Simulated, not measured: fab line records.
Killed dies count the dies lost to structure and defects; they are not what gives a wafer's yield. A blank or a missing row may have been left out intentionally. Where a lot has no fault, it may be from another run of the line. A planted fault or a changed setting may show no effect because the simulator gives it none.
Code-filled problem report in 8D (eight disciplines) form -- flow n5-finfet -- the parts of the form that need people (team, actions taken, sign-off) are left out

## 1. PROBLEM STATEMENT
Wafers with no fault read 400 with a standard deviation of 100, whereas raw-defect-count at N5_BEOL_M11_INSPECT_13 reads a mean of 880 on 1 wafer of 1 lot. Measured from the usual mean, that is +4.8 standard deviations.
The step: inspects for defects (brightfield).
First seen on wafer L902.2, day 15 00:46, on defect-inspect-02. The record holds 33 wafers of 11 lots with a number at this step. By rule, "out" or "out of limits" means more than 4 standard deviations away from the usual mean. The rest of the wafers with a number are treated as sound.

## 2. WHAT IT IS; WHAT IT IS NOT
question,is,is not
which readings at this step,raw-defect-count,-
which lots,L902,"L886, L888, L889, L891, L894, L895, L896, L899, L908, L909"
which wafers of those lots,L902.2,"L902.1, L902.5"
read on which gauges,defect-inspect-02,defect-inspect-01
when,from day 15 00:46,"up to then (26 sound wafers); but 6 sound wafers of L908, L909 came after"

## 3. THE SUSPECTS, EACH WITH WHAT RULES IT OUT
Counting: any tool at a process step up to the reading remains a suspect provided it ran every lot that is out. Sound lots after the first of them don't rule it out here, since some wafers of a struck lot are sound.
- the gauge at N5_BEOL_M11_INSPECT_13: ruled out. All the wafers that are out were read on defect-inspect-02, but those of them that N5_BEOL_M11_INSPECT_30 has rows for are out there too, on other tools.
- pecvd-01 at N5_BEOL_M11_PECVD_70 (deposits SiO2 from TEOS/O2, target thk 20 nm, time 22.7 s): kept. It ran the lot that is out, L902 (day 14 23:23); its last sound lot up to then is L899 (day 14 04:13).
- The sound lot-mates ran in chamber 0 of pecvd-01 at N5_BEOL_M11_PECVD_70, but the wafers that are out ran in chamber 2.
Left after counting: pecvd-01 at N5_BEOL_M11_PECVD_70.

## 4. THE CAUSE (what the simulator had put in)
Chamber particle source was pecvd-01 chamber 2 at N5_BEOL_M11_PECVD_70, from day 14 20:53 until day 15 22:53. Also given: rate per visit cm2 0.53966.
Counting left only this tool.

## 5. SEQUENCE OF EFFECTS, ordered by route
One row per reading whose mean, taken over the struck wafers that have a number, lies over 3 standard deviations from the usual. Only readings whose record carries a usual standard deviation are examined. hours: median over the lots of the time between each lot's start at the first step of this table that gives one and its start at this step. sigmas: the change, counted in usual standard deviations.
hours,step,reading,usual,on struck wafers,change,sigmas
0,N5_BEOL_M11_INSPECT_13,raw-defect-count,400,880,+480,+4.8
5,N5_BEOL_M11_INSPECT_30,raw-defect-count,410,913,+503,+5.0
52,N5_PASSIVATION_PROBE_49,defect-limited-yield,90.9 %,82.5,-8.4,-6.0
52,N5_PASSIVATION_PROBE_49,killed_at_M4_up,14,115,+101,+19
52,N5_PASSIVATION_PROBE_49,killed-dies,107,207,+100,+5.9
52,N5_PASSIVATION_PROBE_49,sort_bin_5_function,5.3 %,11.2,+5.9,+6.2
52,N5_PASSIVATION_PROBE_49,sort-n-pass,1073,973,-100,-5.9
52,N5_PASSIVATION_PROBE_49,sort-yield-pct,90.9 %,82.5,-8.4,-5.6
The process steps in it:
- N5_PASSIVATION_PROBE_49

## 6. WHAT WOULD HAVE CAUGHT IT SOONER
4 hours passed between the start of the fault at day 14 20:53 and the first reading out of limits at a measuring or inspecting step in this record, taken at day 15 00:46.
No tool reading at N5_BEOL_M11_PECVD_70 that has a usual standard deviation in the record was out on any struck wafer, so an alarm limit of 4 standard deviations on those readings would not have fired.
The start of N5_BEOL_M11_PECVD_70 on pecvd-01 came by day 15 00:46 for every one of the lots that are out (1). Tool hold at that time: it would have spared none of them.
